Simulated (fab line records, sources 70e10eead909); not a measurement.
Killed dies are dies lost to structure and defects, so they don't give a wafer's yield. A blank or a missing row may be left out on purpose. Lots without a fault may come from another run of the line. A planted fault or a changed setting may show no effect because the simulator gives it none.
fab line records | flow nand_harc
record lots=12 wafers=36 last_day=24
route steps=1159 shown A_ONON_D1@446 A_CHANNEL_HOLE_D1@465 END@1159
lots that met no fault: from a run of the same line without faults
start_h: hours from the record's first day to the start of the lot's first wafer shown | wait_h: hours since the lot's step before | " the same as in the row above | L1.1+2: a row that stands for several wafers | - no value, or no start given | * or withheld: withheld | < > ~ a bound
route shown NAME@n: a module of which the file shows steps, and the number in the route of the first | usual: mean/standard deviation of fault-free wafers | same: alike in all rows | chamber/n: place in a boat | sites: the reading at each site | _std_site: their standard deviation | _edge_site: outer sites' mean less inner sites' | radius_mm: how far each site lies from the wafer's centre | mask NAME#n: copy n | behind: the tool/chamber that last shaped the wafer | hold: why the lot was held/for how many hours/how that ended | device: the transistor (n, p or np) that didn't switch | end of line: the same wafers' tests at the end of the route | a step without rows: its recipe alone | killed: dies lost to structure and defects at the first sort, not the wafer's yield | map: a wafer's dies, x killed, . not, _ none there
set.NAME: the setting as run; set.NAME@STEP: as run at that earlier step | model.NAME: the simulator's own value behind a step, which no gauge read
steps of the route over a sample of lots; a table a step, a row a wafer
services: from which hour (start_h, from the record's first day; less than 0 if before it) a tool's chamber was out of use, for how many hours, and why
## steps
# step NHARC_A_ONON_D1_DEP_33
# recipe target_thk_a=2000 temp_c=400 pressure_torr=6.5 rf_w=900 teos_flow_sccm=161.4 flow_sccm=2650 target_thk_nm=200 gas=O2 material=SiO2
# usual chamber_pressure_Torr=6.500/0.014 heater_power_w=512/77 throttle_valve_pct=16.3/0.72
# columns lot.wafer tool chamber start_h wait_h chamber_pressure_Torr heater_power_w throttle_valve_pct
L750.1 pecvd-03 2 189.32 0.1 6.519 547 15.4
L750.6 " 2 " " 6.507 557 15.6
L750.5 " 0 " " 6.518 562 16.1
L751.1 pecvd-03 1 189.63 0.1 6.500 467 17.0
L751.6 " 1 " " 6.506 469 17.5
L751.5 " 2 " " 6.519 600 15.5
L749.3 pecvd-04 1 189.90 0.1 6.496 334 16.1
L749.6 " 2 " " 6.494 537 16.2
L749.4 " 0 " " 6.502 574 16.2
L752.2 pecvd-01 1 196.07 0.1 6.507 465 16.0
L752.1 " 0 " " 6.468 684 17.7
L752.4 " 0 " " 6.478 684 17.9
L755.1 pecvd-03 1 204.76 0.1 6.512 468 17.1
L755.2 " 0 " " 6.508 612 16.2
L755.6 " 2 " " 6.520 514 15.2
L754.1 pecvd-01 0 205.02 0.3 6.492 665 17.9
L754.3 " 1 " " 6.490 461 16.2
L754.6 " 1 " " 6.503 471 16.2
L756.3 pecvd-03 0 231.74 0.1 6.507 614 16.4
L756.2 " 1 " " 6.522 426 17.2
L756.6 " 1 " " 6.508 433 17.5
L757.1 pecvd-03 2 237.63 0.1 6.490 599 15.7
L757.3 " 0 " " 6.484 550 16.3
L757.6 " 2 " " 6.482 593 15.2
L760.1 pecvd-03 2 245.30 0.1 6.514 526 15.3
L760.5 " 2 " " 6.492 543 15.3
L760.6 " 1 " " 6.490 472 17.6
L764.4 pecvd-03 2 273.36 0.2 6.532 601 15.6
L764.5 " 0 " " 6.493 582 16.4
L764.6 " 1 " " 6.506 465 17.4
L766.5 pecvd-03 2 281.25 0.2 6.539 515 15.5
L766.4 " 0 " " 6.509 522 16.3
L766.6 " 1 " " 6.511 476 17.6
L770.3 pecvd-01 0 304.05 0.1 6.497 623 16.9
L770.4 " 2 " " 6.497 528 15.5
L770.6 " 0 " " 6.488 632 17.3
# step NHARC_A_ONON_D1_THK_MEAS_34
# recipe thk_meas_gauge=ellipsometry
# usual thk_nm=199.4/2.6
# columns lot.wafer tool chamber start_h wait_h thk_nm
L750.1 film_metro-02 - 189.73 - 198.2
L750.5 " - " " 200.5
L750.6 " - " " 202.0
L751.1 film_metro-02 - 190.00 - 194.3
L751.5 " - " " 198.7
L751.6 " - " " 198.3
L749.3 film_metro-01 - 190.22 - 196.3
L749.4 " - " " 200.3
L749.6 " - " " 201.3
L752.1 film_metro-02 - 196.49 - 193.9
L752.2 " - " " 198.3
L752.4 " - " " 200.2
L755.1 film_metro-02 - 205.18 - 195.4
L755.2 " - " " 198.7
L755.6 " - " " 199.3
L754.1 film_metro-02 - 205.44 - 197.8
L754.3 " - " " 198.1
L754.6 " - " " 199.2
L756.2 film_metro-02 - 232.16 - 196.0
L756.3 " - " " 201.4
L756.6 " - " " 201.4
L757.1 film_metro-01 - 238.02 - 200.5
L757.3 " - " " 198.2
L757.6 " - " " 201.0
L760.1 film_metro-02 - 245.71 - 196.6
L760.5 " - " " 200.1
L760.6 " - " " 196.5
L764.4 film_metro-01 - 273.64 - 202.2
L764.5 " - " " 200.1
L764.6 " - " " 202.7
L766.4 film_metro-01 - 281.53 - 202.2
L766.5 " - " " 204.4
L766.6 " - " " 202.9
L770.3 film_metro-02 - 304.38 - 198.1
L770.4 " - " " 203.8
L770.6 " - " " 200.8
# step NHARC_A_ONON_D1_INSPECT_32
# usual raw_defect_count=84/24
# columns lot.wafer tool chamber start_h wait_h hold raw_defect_count
L750.1 defect_inspect-02 - 189.79 0.0 - 69
L750.5 " - " " - 76
L750.6 " - " " - 90
L751.1 defect_inspect-02 - 190.06 0.0 - 62
L751.5 " - " " - 78
L751.6 " - " " - 74
L749.3 defect_inspect-01 - 190.29 0.0 - 88
L749.4 " - " " - 87
L749.6 " - " " - 93
L752.1 defect_inspect-01 - 196.56 0.0 - 136
L752.2 " - " " - 104
L752.4 " - " " - 181
L755.1 defect_inspect-01 - 205.24 0.0 - 81
L755.2 " - " " - 110
L755.6 " - " " - 57
L754.1 defect_inspect-02 - 205.52 0.0 - 99
L754.3 " - " " - 81
L754.6 " - " " - 128
L756.2 defect_inspect-01 - 232.22 0.0 - 66
L756.3 " - " " - 50
L756.6 " - " " - 68
L757.1 defect_inspect-02 - 238.11 0.0 - 52
L757.3 " - " " - 93
L757.6 " - " " - 61
L760.1 defect_inspect-01 - 245.77 0.0 - 56
L760.5 " - " " - 74
L760.6 " - " " - 91
L764.4 defect_inspect-01 - 273.73 0.0 await_dispo/0.2h/release 540
L764.5 " - " " await_dispo/0.2h/release 610
L764.6 " - " " await_dispo/0.2h/release 595
L764.4 defect_inspect-01 - 273.90 0.2 - 549
L764.5 " - " " - 597
L764.6 " - " " - 595
L766.4 defect_inspect-01 - 281.60 0.0 await_dispo/0.2h/release 612
L766.5 " - " " await_dispo/0.2h/release 650
L766.6 " - " " await_dispo/0.2h/release 605
L766.4 defect_inspect-01 - 281.77 0.2 - 620
L766.5 " - " " - 649
L766.6 " - " " - 609
L770.3 defect_inspect-01 - 304.44 0.0 - 40
L770.4 " - " " - 50
L770.6 " - " " - 44
# step NHARC_A_CHANNEL_HOLE_D1_DESCUM_15
# recipe time_s=3 o2_flow_sccm=200 ar_flow_sccm=0 bias_power_w=0 chemistry=O2
# usual drypump_motor_current_A=5.6/0.56 oes_product_au=0.998/0.01 rf_vpp_V=57.5/0.91 showerhead_plenum_p_Torr=1.87/0.082 throttle_valve_pct=11.310/0.01
# columns lot.wafer tool chamber start_h wait_h drypump_motor_current_A oes_product_au rf_hours_counter_h rf_vpp_V showerhead_plenum_p_Torr throttle_valve_pct
L750.1 rie_diel-12 0 192.67 0.1 5.9 0.990 15 57.4 1.80 11.320
L750.5 " 0 " " 5.9 0.987 - 57.2 1.80 11.324
L750.6 " 1 " " 4.8 1.011 - 57.3 1.90 11.299
L751.1 rie_diel-06 2 194.37 0.1 5.8 0.985 9 56.4 1.82 11.306
L751.6 " 1 " " 6.3 1.004 - 58.2 1.79 11.310
L751.5 " 2 " " 5.8 0.992 - 56.6 1.82 11.331
L749.3 rie_diel-04 0 194.60 0.1 5.3 0.996 3 58.9 2.06 11.311
L749.4 " 1 " " 6.0 1.003 2 57.1 1.85 11.309
L749.6 " 3 " " 5.5 0.996 - 58.1 1.87 11.309
L752.1 rie_diel-04 3 200.45 0.1 5.5 0.999 3 57.7 1.87 11.317
L752.4 " 0 " " 5.3 0.997 3 58.8 2.06 11.324
L752.2 " 1 " " 6.0 1.014 3 57.2 1.85 11.291
L755.1 rie_diel-04 0 208.32 0.1 5.3 0.999 4 58.9 2.06 11.312
L755.2 " 1 " " 6.0 1.009 4 58.1 1.85 11.317
L755.6 " 0 " " 5.3 0.994 - 57.5 2.06 11.290
L754.3 rie_diel-06 0 208.61 0.1 5.8 1.007 11 57.9 1.89 11.312
L754.1 " 3 " " 4.7 0.998 11 57.1 1.99 11.312
L754.6 " 3 " " 4.7 0.999 - 58.4 1.99 11.313
L756.3 rie_diel-04 3 239.37 0.1 5.5 0.999 6 56.8 1.87 11.320
L756.2 " 0 " " 5.3 0.991 5 59.6 2.05 11.323
L756.6 " 2 " " 5.8 0.988 - 58.4 1.85 11.315
L757.1 rie_diel-12 2 243.03 0.1 6.5 0.993 1 56.2 1.78 11.296
L757.3 " 3 " " 5.1 1.003 2 57.4 1.79 11.319
L757.6 " 2 " " 6.5 0.989 - 56.0 1.78 11.310
L760.1 rie_diel-04 2 248.75 0.1 5.8 1.005 7 58.0 1.85 11.327
L760.6 " 2 " " 5.8 1.002 - 56.9 1.85 11.308
L760.5 " 0 " " 5.3 1.001 - 58.5 2.05 11.312
L770.4 rie_diel-04 0 307.61 0.1 5.3 1.001 0 58.6 2.05 11.317
L770.3 " 1 " " 6.0 1.017 0 57.2 1.85 11.306
L770.6 " 0 " " 5.3 0.999 - 57.5 2.05 11.315
# step NHARC_A_CHANNEL_HOLE_D1_ETCH_34
# recipe target_depth_a=1540 time_s=77 cf4_flow_sccm=100 chf3_flow_sccm=30 ar_flow_sccm=0 rf_w=500 bias_w=200 chemistry=CF4/CHF3
# usual chf3_flow_sccm=30.01/0.09 drypump_motor_current_A=5.6/0.55 oes_product_au=0.947/0.024 rf_vpp_V=369.2/2.3 showerhead_plenum_p_Torr=1.54/0.066 throttle_valve_pct=16.803/0.0083
# columns lot.wafer tool chamber start_h wait_h chf3_flow_sccm drypump_motor_current_A oes_product_au rf_hours_counter_h rf_vpp_V showerhead_plenum_p_Torr throttle_valve_pct
L750.1 rie_diel-12 2 - - 30.01 6.5 0.925 14 367.3 1.47 16.801
L750.5 " 2 " " 30.02 6.5 0.923 - 366.4 1.47 16.777
L750.6 " 3 " " 30.12 5.1 0.918 - 368.7 1.48 16.806
L749.3 rie_diel-04 0 - - 29.99 5.3 0.924 3 373.8 1.68 16.815
L749.4 " 3 " " 30.04 5.4 0.924 3 369.9 1.54 16.797
L749.6 " 1 " " 29.89 6.0 0.933 - 368.2 1.52 16.817
L751.1 rie_diel-06 0 - - 30.05 5.8 0.912 10 370.6 1.55 16.799
L751.6 " 2 " " 30.08 5.8 0.908 - 367.9 1.50 16.812
L751.5 " 3 " " 30.09 4.7 0.912 - 374.0 1.64 16.806
L752.1 rie_diel-04 1 - - 29.82 5.9 0.986 4 369.2 1.52 16.815
L752.4 " 2 " " 30.06 5.8 0.969 4 366.9 1.52 16.810
L752.2 " 3 " " 29.86 5.5 0.962 4 369.2 1.54 16.809
L755.1 rie_diel-04 3 - - 30.04 5.5 0.935 4 369.1 1.54 16.813
L755.2 " 0 " " 30.08 5.3 0.929 4 371.8 1.68 16.799
L755.6 " 3 " " 30.24 5.5 0.926 - 369.4 1.54 16.811
L754.1 rie_diel-06 1 - - 29.97 6.3 0.957 11 367.3 1.48 16.789
L754.3 " 3 " " 29.96 4.7 0.943 12 373.4 1.63 16.805
L754.6 " 3 " " 29.93 4.7 0.941 - 371.4 1.63 16.809
L756.3 rie_diel-04 0 - - 30.00 5.3 0.931 6 373.7 1.68 16.798
L756.2 " 1 " " 30.03 6.0 0.938 6 367.9 1.52 16.798
L756.6 " 1 " " 29.88 6.0 0.940 - 369.1 1.52 16.807
L757.1 rie_diel-12 2 - - 30.03 6.5 0.950 1 366.6 1.47 16.801
L757.3 " 1 " " 29.95 4.8 0.961 2 369.4 1.56 16.815
L757.6 " 3 " " 29.99 5.1 0.979 - 367.5 1.48 16.803
L760.1 rie_diel-04 2 - - 30.08 5.8 0.916 7 368.6 1.52 16.815
L760.5 " 2 " " 30.10 5.8 0.919 - 368.9 1.52 16.815
L760.6 " 1 " " 29.96 6.0 0.933 - 370.0 1.52 16.805
L770.3 rie_diel-04 0 - - 30.01 5.3 0.949 0 374.4 1.68 16.809
L770.4 " 3 " " 30.16 5.5 0.949 0 370.9 1.54 16.796
L770.6 " 1 " " 29.96 6.0 0.983 - 369.2 1.52 16.812
# step NHARC_END_SORT_01
# recipe temp_c=25
# usual defect_limited_yield=95.2/1.6 killed_at_array=29/10 killed_at_other=0.7/1.1 killed_at_periphery=3.2/2.2 killed_dies=33/11 killed_open=3.5/1.8 killed_short=2.0/1.4 sort_bin_2_pct=1.5/0.61 sort_bin_3_pct=0.29/0.22 sort_bin_4_pct=3.1/1.1 sort_n_pass=644/11 sort_rim_yield_pct=95/3.3 sort_yield_pct=95.2/1.6
# same gross_dies=677 sort_bin_5_pct[%]=0 sort_bin_6_pct[%]=0 sort_bin_7_pct[%]=0 sort_bin_8_pct[%]=0 sort_rim_n_gross=106.00
# columns lot.wafer tool chamber start_h wait_h defect_limited_yield[%] killed_at_array killed_at_other killed_at_periphery killed_dies killed_open killed_short sort_bin_2_pct[%] sort_bin_3_pct[%] sort_bin_4_pct[%] sort_n_pass sort_rim_yield_pct[%] sort_yield_pct[%]
L770.3 prober-01 0 577.91 3.2 95.9 21 2 5 28 1 3 1.0 0 3.1 649 98 95.9
L770.4 prober-01 0 578.73 3.5 96.0 23 0 4 27 4 1 0.3 0.15 3.5 650 90 96.0
L770.6 prober-01 0 580.38 4.1 95.6 27 0 3 30 6 1 1.6 0.30 2.5 647 100 95.6
# killed by level:class
L770.3 A_CHANNEL_HOLE_D1:chamber_film_flake=9 A_WL_FILL:chamber_film_flake=5 P_M1:chamber_film_flake=3 A_STAIRCASE:chamber_film_flake=3 THIN_TSV:chamber_film_flake=2 P_M0:geometric_particle:short=1 P_M1:geometric_particle:short=1 A_CONTACT:geometric_particle:open=1
L770.4 A_CHANNEL_HOLE_D1:chamber_film_flake=7 A_M1:chamber_film_flake=4 P_GATE:chamber_film_flake=2 P_M1:chamber_film_flake=2 A_M0:chamber_film_flake=2 A_ONON_D1:geometric_particle:open=1 A_ONON_D1:geometric_particle:short=1 A_SGD_CUT:geometric_particle:open=1
L770.6 A_CHANNEL_HOLE_D1:chamber_film_flake=13 A_CONTACT:geometric_particle:open=2 P_GATE:chamber_film_flake=2 A_CHANNEL_FILL_D1:chamber_film_flake=2 P_M0:geometric_particle:open=1 A_WL_FILL:geometric_particle:open=1 A_BLC:geometric_particle:short=1 A_M0:geometric_particle:open=1
## services
# columns tool chamber start_h hours kind
rie_diel-04 0 169.90 - clean
rie_diel-04 1 169.90 - clean
rie_diel-04 2 169.90 - clean
rie_diel-04 3 169.90 - clean
pecvd-04 2 177.51 5.0 repair
rie_diel-04 0 194.40 - clean
rie_diel-04 1 194.40 - clean
rie_diel-04 2 194.40 - clean
rie_diel-04 3 194.40 - clean
pecvd-04 - 195.00 13.0 pm
rie_diel-12 - 202.40 9.0 pm
rie_diel-06 2 202.96 13.3 repair
rie_diel-04 0 218.90 - clean
rie_diel-04 1 218.90 - clean
rie_diel-04 2 218.90 - clean
rie_diel-04 3 218.90 - clean
rie_diel-04 1 228.61 4.2 repair
rie_diel-04 2 233.14 5.4 repair
pecvd-01 - 237.40 13.0 pm
rie_diel-06 - 241.21 9.0 pm
rie_diel-04 0 243.40 - clean
pecvd-04 - 244.85 1.2 repair
rie_diel-04 - 288.90 9.0 pm
pecvd-03 - 292.09 13.0 pm
## key
first_sign step=NHARC_A_ONON_D1_INSPECT_32 reading=visit direction=added
effect step=NHARC_A_ONON_D1_INSPECT_32 reading=raw_defect_count direction=up sigmas=21 usual=84 struck=602
met_at NHARC_A_ONON_D1_DEP_33
struck_lots L764,L766
scrapped_behind NHARC_A_CHANNEL_HOLE_D1_INSPECT_12 L764.4,L764.5,L764.6,L766.4,L766.5,L766.6
not_acting_at NHARC_A_ONON_D1_THK_MEAS_34,NHARC_A_CHANNEL_HOLE_D1_DESCUM_15,NHARC_A_CHANNEL_HOLE_D1_ETCH_34
onset_between 245.30 273.36
fault kind=chamber_particle_source tool=pecvd-03 chamber=- onset_h=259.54 steps=NHARC_A_ONON_D1_DEP_33 rate_per_visit_cm2=0.78928 end_h=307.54
